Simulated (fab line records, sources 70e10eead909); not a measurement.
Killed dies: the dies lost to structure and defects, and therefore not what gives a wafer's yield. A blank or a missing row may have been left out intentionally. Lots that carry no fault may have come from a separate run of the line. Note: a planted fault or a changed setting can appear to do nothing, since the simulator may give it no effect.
fab line records	flow nand-harc
record lots=13	wafers=39	last-day=33
route steps=1302 shown P_ZERO_WELL@61 P_STI@92 P_GATE@119
lots untouched by any fault: they come from a run of this same line in which no faults occurred
start-h: the number of hours between the record's first day and the start of the first shown wafer of the lot	wait-h: time in hours since the lot's previous step	" unchanged from the row above	L1.1+2: a row that stands for several wafers	- either no value or no given start	* or withheld: withheld	< > ~ a bound
route shown NAME@n: a module of which the file shows steps, and the number in the route of the first	usual: the fault-free wafers' mean and standard deviation	same: alike in all rows	chamber/n: place in a boat	sites: per-site readings	_std_site: how widely they spread, as a standard deviation	_edge_site: outer sites' mean less inner sites'	radius-mm: how far each site lies from the wafer's centre	mask NAME#n: copy n	behind: tool/chamber where the wafer was last shaped	hold: what put the lot on hold/how long, in hours/how the hold closed	device: which transistor (n, p or np) failed to switch	end of line: tests of these same wafers at the route's end	a step with no rows: only its recipe	killed: count of dies lost to structure and defects at first sort (not the wafer's yield)	map: a wafer's dies, marking killed ones x, the rest . and places with no die _
set.NAME: the run value of the setting; set.NAME@STEP: its run value at that earlier step	model.NAME: the simulator's own value behind a step, which no gauge read
the route's steps for a sample of lots (tables are steps, rows are wafers)
services: when a tool's chamber went out of use (start-h, in hours from the record's first day, below 0 if earlier), for how many hours, and the reason
## steps
# step NHARC_P_ZERO_WELL_DESCUM_54
# recipe time-s=3	o2-flow-sccm=200	ar-flow-sccm=0	bias-power-w=0	chemistry=O2
# usual drypump-motor-current-A=5.5/0.49	oes-product-au=1.001/0.0072	rf-vpp-V=57.7/0.91	showerhead-plenum-p-Torr=1.89/0.061	throttle-valve-pct=11.310/0.0089
lot.wafer	tool	chamber	start-h	wait-h	drypump-motor-current-A	oes-product-au	rf-hours-counter-h	rf-vpp-V	showerhead-plenum-p-Torr	throttle-valve-pct
L691.4	rie-diel-05	1	25.83	-	4.8	1.001	40	58.4	2.00	11.317
L691.3	"	0	"	"	6.1	0.990	39	57.3	1.95	11.295
L691.6	"	2	"	"	6.2	0.989	-	59.0	1.92	11.320
L692.3	rie-diel-02	0	36.07	-	5.1	0.999	49	57.6	1.88	11.305
L692.4	"	2	"	"	5.8	0.999	57	58.9	1.97	11.323
L692.5	"	3	"	"	5.6	0.999	-	56.9	1.82	11.319
L693.2	rie-diel-04	2	46.28	-	5.1	1.000	12	55.7	1.84	11.314
L693.4	"	3	"	"	6.2	1.000	13	58.4	1.97	11.306
L693.1	"	0	"	"	5.6	1.000	16	56.5	1.87	11.319
L694.4	rie-diel-02	0	56.34	-	5.1	1.003	3	56.3	1.88	11.318
L694.1	"	2	"	"	5.7	0.997	2	58.1	1.97	11.308
L694.6	"	0	"	"	5.1	1.001	-	55.8	1.88	11.331
L696.2	rie-diel-02	0	75.81	-	5.1	0.997	11	56.3	1.88	11.306
L696.1	"	1	"	"	5.7	0.999	9	56.7	1.80	11.316
L696.6	"	3	"	"	5.6	0.997	-	58.2	1.82	11.310
L697.1	rie-diel-02	2	85.91	-	5.7	0.994	9	58.6	1.97	11.312
L697.4	"	0	"	"	5.1	0.996	12	56.8	1.88	11.303
L697.5	"	3	"	"	5.7	0.990	-	56.5	1.82	11.304
L700.3	rie-diel-04	0	115.99	-	5.6	0.998	38	57.4	1.87	11.309
L700.5	"	1	"	"	5.8	1.002	-	58.6	1.90	11.296
L700.6	"	2	"	"	5.1	1.000	-	56.9	1.84	11.314
L701.4	rie-diel-02	3	126.06	-	5.6	1.003	-	55.9	1.81	11.320
L701.6	"	0	"	"	5.1	1.004	-	58.6	1.87	11.313
L701.5	"	2	"	"	5.7	1.005	-	58.3	1.96	11.321
L702.1	rie-diel-05	1	136.05	-	4.7	0.996	24	59.9	1.99	11.312
L702.3	"	3	"	"	4.9	1.004	28	56.7	1.85	11.330
L702.5	"	1	"	"	4.7	1.011	-	57.4	1.99	11.311
L704.2	rie-diel-04	0	156.08	-	5.6	1.022	50	56.4	1.86	11.315
L704.1	"	2	"	"	5.1	1.004	47	57.2	1.83	11.310
L704.5	"	0	"	"	5.6	1.011	-	58.3	1.86	11.312
L707.4	rie-diel-05	1	186.07	-	4.8	1.013	45	57.7	1.99	11.313
L707.3	"	2	"	"	6.2	0.998	47	59.2	1.90	11.307
L707.5	"	0	"	"	6.1	1.001	-	56.8	1.93	11.306
L713.1	rie-diel-02	2	245.98	-	5.7	0.991	4	58.3	1.95	11.303
L713.3	"	3	"	"	5.6	1.001	7	56.6	1.80	11.294
L713.2	"	1	"	"	5.7	0.997	4	56.9	1.79	11.300
L714.1	rie-diel-05	2	256.75	-	6.2	0.996	6	57.7	1.89	11.302
L714.5	"	0	"	"	6.1	1.008	-	59.3	1.93	11.313
L714.6	"	1	"	"	4.8	1.012	-	58.0	1.98	11.302
# step NHARC_P_ZERO_WELL_INSPECT_43
# usual raw-defect-count=14/5.8
lot.wafer	tool	chamber	start-h	wait-h	raw-defect-count
L691.3	defect-inspect-01	-	27.52	0.4	13
L691.4	"	-	"	"	6
L691.6	"	-	"	"	6
L692.3	defect-inspect-01	-	37.73	0.4	17
L692.4	"	-	"	"	5
L692.5	"	-	"	"	13
L693.1	defect-inspect-01	-	48.67	1.1	15
L693.2	"	-	"	"	15
L693.4	"	-	"	"	20
L694.1	defect-inspect-01	-	57.99	0.6	8
L694.4	"	-	"	"	15
L694.6	"	-	"	"	11
L696.1	defect-inspect-02	-	77.47	0.6	15
L696.2	"	-	"	"	9
L696.6	"	-	"	"	11
L697.1	defect-inspect-02	-	87.57	0.6	15
L697.4	"	-	"	"	18
L697.5	"	-	"	"	16
L700.3	defect-inspect-02	-	117.62	0.4	18
L700.5	"	-	"	"	12
L700.6	"	-	"	"	18
L701.4	defect-inspect-01	-	127.69	0.2	7
L701.5	"	-	"	"	23
L701.6	"	-	"	"	10
L702.1	defect-inspect-01	-	137.70	0.6	6
L702.3	"	-	"	"	7
L702.5	"	-	"	"	8
L704.1	defect-inspect-02	-	157.74	0.6	19
L704.2	"	-	"	"	21
L704.5	"	-	"	"	13
L707.3	defect-inspect-02	-	187.73	0.4	8
L707.4	"	-	"	"	12
L707.5	"	-	"	"	2
L713.1	defect-inspect-02	-	247.73	0.6	20
L713.2	"	-	"	"	15
L713.3	"	-	"	"	23
L714.1	defect-inspect-02	-	258.49	0.6	13
L714.5	"	-	"	"	13
L714.6	"	-	"	"	19
# step NHARC_P_STI_OCD_MEAS_17
# usual trench-depth-nm=301.2/2.7	trench-foot-cd-nm=158.3/2.2
lot.wafer	tool	chamber	start-h	wait-h	trench-depth-nm	trench-foot-cd-nm
L691.3	ocd-02	-	46.51	0.1	296.4	158.3
L691.4	"	-	"	"	300.5	156.2
L691.6	"	-	"	"	301.1	156.9
L692.3	ocd-02	-	54.16	0.1	296.6	160.2
L692.4	"	-	"	"	297.3	159.0
L692.5	"	-	"	"	302.2	158.0
L693.1	ocd-02	-	66.46	0.1	299.7	159.6
L693.2	"	-	"	"	306.0	156.6
L693.4	"	-	"	"	300.9	156.0
L694.1	ocd-02	-	74.45	0.1	300.9	162.8
L694.4	"	-	"	"	299.6	159.7
L694.6	"	-	"	"	298.2	158.2
L696.1	ocd-02	-	94.31	0.1	303.1	156.1
L696.2	"	-	"	"	303.0	158.8
L696.6	"	-	"	"	303.1	160.3
L697.1	ocd-01	-	103.49	0.1	304.9	159.4
L697.4	"	-	"	"	305.9	153.9
L697.5	"	-	"	"	308.4	154.9
L700.3	ocd-02	-	134.44	0.1	300.0	154.4
L700.5	"	-	"	"	298.9	157.5
L700.6	"	-	"	"	302.2	155.6
L701.4	ocd-01	-	147.01	0.1	304.9	156.4
L701.5	"	-	"	"	305.9	152.4
L701.6	"	-	"	"	305.5	157.4
L702.1	ocd-02	-	157.59	0.1	302.4	157.4
L702.3	"	-	"	"	307.3	156.7
L702.5	"	-	"	"	302.4	159.3
L704.1	ocd-02	-	173.34	0.1	302.2	159.5
L704.2	"	-	"	"	297.4	158.2
L704.5	"	-	"	"	296.3	158.5
L707.3	ocd-01	-	203.10	0.1	299.2	160.9
L707.4	"	-	"	"	297.7	160.0
L707.5	"	-	"	"	298.9	160.2
L713.1	ocd-01	-	263.75	0.1	302.5	157.9
L713.2	"	-	"	"	298.1	158.6
L713.3	"	-	"	"	304.4	160.0
L714.1	ocd-02	-	274.01	0.1	304.8	160.3
L714.5	"	-	"	"	304.8	158.9
L714.6	"	-	"	"	305.3	160.9
# step NHARC_P_GATE_EXPOSE_08
# recipe na=0.6	dose-mj=16.75	mask-id=P_HV
# usual focus-offset-nm=0.1/0.47
lot.wafer	tool	chamber	start-h	wait-h	mask	focus-offset-nm
L691.3	krf-scanner-04	0	84.69	-	P_HV#0	0.1
L691.4	"	0	"	"	P_HV#0	0.9
L691.6	"	0	"	"	P_HV#0	-0.1
L692.3	krf-scanner-01	0	90.09	-	P_HV#0	-0.3
L692.4	"	0	"	"	P_HV#0	0.9
L692.5	"	0	"	"	P_HV#0	0.4
L693.1	krf-scanner-01	0	103.60	-	P_HV#0	-0.1
L693.2	"	0	"	"	P_HV#0	0.0
L693.4	"	0	"	"	P_HV#0	1.0
L694.1	krf-scanner-01	0	108.85	-	P_HV#0	0.3
L694.4	"	0	"	"	P_HV#0	-0.5
L694.6	"	0	"	"	P_HV#0	-0.1
L696.1	krf-scanner-03	0	132.44	-	P_HV#0	0.3
L696.2	"	0	"	"	P_HV#0	0.1
L696.6	"	0	"	"	P_HV#0	-0.3
L697.1	krf-scanner-01	0	139.66	-	P_HV#0	0.4
L697.4	"	0	"	"	P_HV#0	-0.2
L697.5	"	0	"	"	P_HV#0	0.2
L700.3	krf-scanner-01	0	172.74	-	P_HV#0	0.4
L700.5	"	0	"	"	P_HV#0	0.4
L700.6	"	0	"	"	P_HV#0	-0.3
L701.4	krf-scanner-04	0	187.50	-	P_HV#0	0.6
L701.5	"	0	"	"	P_HV#0	0.1
L701.6	"	0	"	"	P_HV#0	0.5
L702.1	krf-scanner-01	0	198.35	-	P_HV#0	0.3
L702.3	"	0	"	"	P_HV#0	-0.5
L702.5	"	0	"	"	P_HV#0	0.0
L704.1	krf-scanner-03	0	208.44	-	P_HV#0	0.0
L704.2	"	0	"	"	P_HV#0	0.4
L704.5	"	0	"	"	P_HV#0	0.0
L707.3	krf-scanner-03	0	245.69	-	P_HVPW#0	0.3
L707.4	"	0	"	"	P_HVPW#0	-0.1
L707.5	"	0	"	"	P_HVPW#0	0.3
L713.1	krf-scanner-01	0	298.31	-	P_HV#0	0.6
L713.2	"	0	"	"	P_HV#0	-0.6
L713.3	"	0	"	"	P_HV#0	-0.3
L714.1	krf-scanner-03	0	309.39	-	P_HV#0	0.1
L714.5	"	0	"	"	P_HV#0	0.1
L714.6	"	0	"	"	P_HV#0	0.5
# step NHARC_P_GATE_CD_MEAS_11
# recipe target-cd-nm=1640	landing-energy-ev=500
# usual cd-nm=1639.8/1.1
lot.wafer	tool	chamber	start-h	wait-h	cd-nm
L691.3	cd-sem-03	0	84.84	-	1640.4
L691.4	"	0	"	"	1640.6
L691.6	"	0	"	"	1640.7
L692.3	cd-sem-02	0	90.24	-	1640.7
L692.4	"	0	"	"	1641.4
L692.5	"	0	"	"	1641.7
L693.1	cd-sem-02	0	103.76	-	1639.2
L693.2	"	0	"	"	1639.3
L693.4	"	0	"	"	1639.0
L694.1	cd-sem-02	0	109.00	-	1641.2
L694.4	"	0	"	"	1642.5
L694.6	"	0	"	"	1641.3
L696.1	cd-sem-03	0	132.60	-	1638.5
L696.2	"	0	"	"	1637.7
L696.6	"	0	"	"	1640.0
L697.1	cd-sem-03	0	139.82	-	1639.7
L697.4	"	0	"	"	1639.6
L697.5	"	0	"	"	1640.1
L700.3	cd-sem-03	0	172.89	-	1640.5
L700.5	"	0	"	"	1640.4
L700.6	"	0	"	"	1639.4
L701.4	cd-sem-01	0	187.65	-	1638.9
L701.5	"	0	"	"	1638.6
L701.6	"	0	"	"	1640.9
L702.1	cd-sem-02	0	198.51	-	1640.2
L702.3	"	0	"	"	1640.5
L702.5	"	0	"	"	1640.5
L704.1	cd-sem-02	0	208.60	-	1638.2
L704.2	"	0	"	"	1639.5
L704.5	"	0	"	"	1637.4
L707.3	cd-sem-01	0	245.84	-	-
L707.4	"	0	"	"	-
L707.5	"	0	"	"	-
L713.1	cd-sem-01	0	298.47	-	1639.4
L713.2	"	0	"	"	1639.9
L713.3	"	0	"	"	1640.0
L714.1	cd-sem-03	0	309.55	-	1643.2
L714.5	"	0	"	"	1641.3
L714.6	"	0	"	"	1640.8
## services
tool	chamber	start-h	hours	kind
rie-diel-05	2	4.02	8.8	repair
rie-diel-05	1	8.02	1.2	repair
krf-scanner-01	-	15.45	2.3	repair
krf-scanner-03	-	29.12	0.6	repair
rie-diel-02	-	40.90	9.0	pm
krf-scanner-03	-	52.00	4.0	pm
rie-diel-05	-	52.60	9.0	pm
krf-scanner-03	-	102.03	3.6	repair
rie-diel-02	2	116.29	2.0	repair
rie-diel-02	1	117.11	10.1	repair
krf-scanner-01	-	122.28	1.5	repair
rie-diel-05	3	139.13	9.7	repair
krf-scanner-01	-	140.00	4.0	pm
rie-diel-05	2	143.36	3.6	repair
rie-diel-05	2	181.69	1.2	repair
krf-scanner-03	-	183.58	2.8	repair
krf-scanner-03	-	190.07	0.3	repair
rie-diel-02	0	206.01	5.8	repair
rie-diel-02	-	217.90	9.0	pm
krf-scanner-03	-	224.00	4.0	pm
rie-diel-05	-	229.60	9.0	pm
krf-scanner-03	-	275.68	2.6	repair
rie-diel-02	3	288.54	8.7	repair
rie-diel-02	0	302.09	14.8	repair
## key
first-sign step=NHARC_P_GATE_EXPOSE_08	reading=mask	direction=changed
effect step=NHARC_P_GATE_CD_MEAS_11	reading=cd-nm	direction=missing
met-at NHARC_P_GATE_EXPOSE_08
struck-lots L707
later-rows-left-out L707.3,L707.4,L707.5
sort-left-out L707.3,L707.4,L707.5
tester-left-out L707
not-acting-at NHARC_P_ZERO_WELL_DESCUM_54,NHARC_P_ZERO_WELL_INSPECT_43,NHARC_P_STI_OCD_MEAS_17
onset-between 208.44 245.69
fault kind=wrong-mask	tool=any	chamber=-	onset-h=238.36	steps=NHARC_P_GATE_EXPOSE_08	aux-copy=P_HVPW#0	scope=struck-lots-only
# tester-left-out: of these lots the tester's yield and bins aren't shown, on N5 and GAA mostly nor the transistor test; their killed dies are dies lost to structure and defects alone, not to doping, threshold or leakage, so they don't give the yield
# sort-left-out: the simulated sort isn't trusted on such a fault, so these wafers' sort isn't shown, and their yield isn't known
# later-rows-left-out: the simulator's readings of these wafers behind a module that went badly wrong aren't trusted and aren't shown, but for the sort
